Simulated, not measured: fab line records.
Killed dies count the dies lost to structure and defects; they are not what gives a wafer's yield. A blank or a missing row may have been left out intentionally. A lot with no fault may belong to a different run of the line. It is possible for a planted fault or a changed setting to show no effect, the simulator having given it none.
Comparing a struck lot with a sound one || flow n5 finfet || 14 out of 1938 route steps
Sound: the wafers L835.2, L835.3, L835.5. Struck: wafers L845.2, L845.3, L845.5. The cause is named last.
Order at every step that has rows: each side's tool, ch and its chambers, its first start. Under that, the readings that differ: sound wafers || struck wafers || difference of the means || sigmas: that difference in standard deviations of wafers without a fault.
alike: readings with means less than 2 such deviations apart, plus words and numbers identical on both sides. not compared: withheld readings, readings lacking a value on some wafer, bounds such as >300 that could conceal the same value, and numbers that have no deviation in the record and whose values overlap.
A row with sigmas, a row that says differs or no value, or rows on one side alone: a step with any of these is where the two part. Non-overlapping numbers with no deviation appear without sigmas and do not part them. A reading missing from all wafers of one side parts the sides only when that side holds two or more wafers.

first, 1 step without rows for these wafers: N5_BEOL_M8_STRIP_68 (strips in N2/H2).
N5_BEOL_M8_STRIP_67: strips in CF4.
  sound on rie diel-02 ch 1,2, day 11 03:07; struck on rie diel-04 ch 2,3, day 13 18:24
  alike: cf4 flow sccm, drypump motor current A, oes product au, rf vpp V, showerhead plenum p Torr, throttle valve pct
  not compared: rf hours counter h
N5_BEOL_M8_HM_OPEN_17: chemistry Cl2/BCl3, target TiN, target depth 20 nm, overetch 6 nm.
  sound on rie metal-03 ch 0,1, day 11 03:09; struck on rie metal-01 ch 0,1, day 13 18:26
  alike: drypump motor current A, mfc cl2 sccm, oes product au, throttle valve pct
  not compared: rf hours counter h
N5_BEOL_M8_STRIP_19: strips in O2.
  sound on rie diel-04 ch 2,3, day 11 03:16; struck on rie diel-06 ch 0,1,3, day 13 18:33
  alike: drypump motor current A, oes product au, rf vpp V, showerhead plenum p Torr, throttle valve pct
  not compared: rf hours counter h
N5_BEOL_M8_CD_MEAS_18: pitch 80 nm, target cd 40 nm.
  struck on cd sem-01, day 13 18:37; sound on cd sem-02, day 11 03:20
  alike: cd nm
then, 7 steps without rows for these wafers: N5_BEOL_M8_COAT_63 (time 60 s, resist thk 60 nm); N5_BEOL_M8_COAT_64 (time 60 s, resist thk 12 nm); N5_BEOL_M8_COAT_71 (time 60 s, resist thk 5 nm); N5_BEOL_M8_COAT_22 (resist thk 30 nm); N5_BEOL_M8_EBR_24; N5_BEOL_M8_SOFTBAKE_23 (time 60 s); N5_BEOL_M8_EXPOSE_25 (exposes mask V7, target cd 40 nm).
N5_BEOL_M8_PEB_26: peb time 60 s.
  struck on litho track-03, day 13 19:16; sound on litho track-05 ch 0, day 11 05:53
  no value came back on the struck wafers for chill plate temp C (C), exhaust pa (Pa); on the sound wafers chill plate temp C (C) reads 22.87 22.77 22.85
then, 1 step without rows for these wafers: N5_BEOL_M8_DEVELOP_27 (develop time 30 s).

## WHERE THEY PART
N5_BEOL_M8_PEB_26 only, going by this record.

WHY: whatever the simulator had introduced
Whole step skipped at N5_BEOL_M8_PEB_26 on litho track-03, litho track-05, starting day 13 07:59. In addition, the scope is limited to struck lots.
